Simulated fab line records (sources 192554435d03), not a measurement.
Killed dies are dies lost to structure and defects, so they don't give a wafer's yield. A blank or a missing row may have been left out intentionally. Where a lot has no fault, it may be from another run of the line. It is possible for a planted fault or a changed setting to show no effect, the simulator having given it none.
Chamber matching    flow n5-finfet    3 sister chambers for N5_BEOL_M2_CO_CAP_55 on cvd-co-02
The step material Co, precursor CCTBA/H2, target thk 2 nm, time 102.1 s. 15 wafers are shown with their chamber, then 7 later ones without.

## WAFERS WITH THEIR CHAMBER
wafer   chamber  run-length-s (s)  heater-power-w (W)
L750.1  0        126.0             219
L750.3  1        124.1             220
L750.5  0        125.9             206
L751.2  2        124.8             224
L751.3  1        124.6             220
L751.6  2        125.2             220
L756.2  2        124.8             221
L756.4  1        123.8             225
L756.5  0        125.9             215
L757.1  2        125.1             219
L757.3  1        123.7             224
L757.6  0        125.6             212
L758.1  0        126.0             211
L758.3  2        124.7             223
L758.4  0        125.9             215

SIGNATURES (means of the wafers above)
reading         chamber 0  chamber 1  chamber 2  scatter within a chamber
run-length-s    125.883    124.050    124.920    0.256
heater-power-w  213.00     222.25     221.40     3.37
Rule: distance of a wafer from a chamber = root of the sum over the readings of ((wafer's reading minus chamber's mean) / reading's scatter) squared. The wafer belongs to the nearest chamber; if the next one is less than 2 further off, it can't be placed. The scatter: the root of (the sum of the squares of (reading less its chamber's mean) over the shown wafers, divided by (wafers less chambers)).

## WAFERS WHOSE CHAMBER IS MISSING
wafer   run-length-s (s)  heater-power-w (W)
L760.3  123.8             226
L760.4  125.6             216
L760.5  124.7             218
L761.3  125.9             212
L761.5  125.2             220
L762.5  123.9             225
L762.6  126.6             209

## CHAMBER TAKEN BY EACH
wafer   from the rows above      in truth
L760.3  1                        1
L760.4  can't be placed: 0 or 2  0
L760.5  can't be placed: 2 or 1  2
L761.3  0                        0
L761.5  2                        2
L762.5  1                        1
L762.6  0                        0
Correctly placed: 5 of 7. Cannot be placed on the basis of these rows: 2; the candidates contain the true chamber in 2. Wrongly placed: 0.
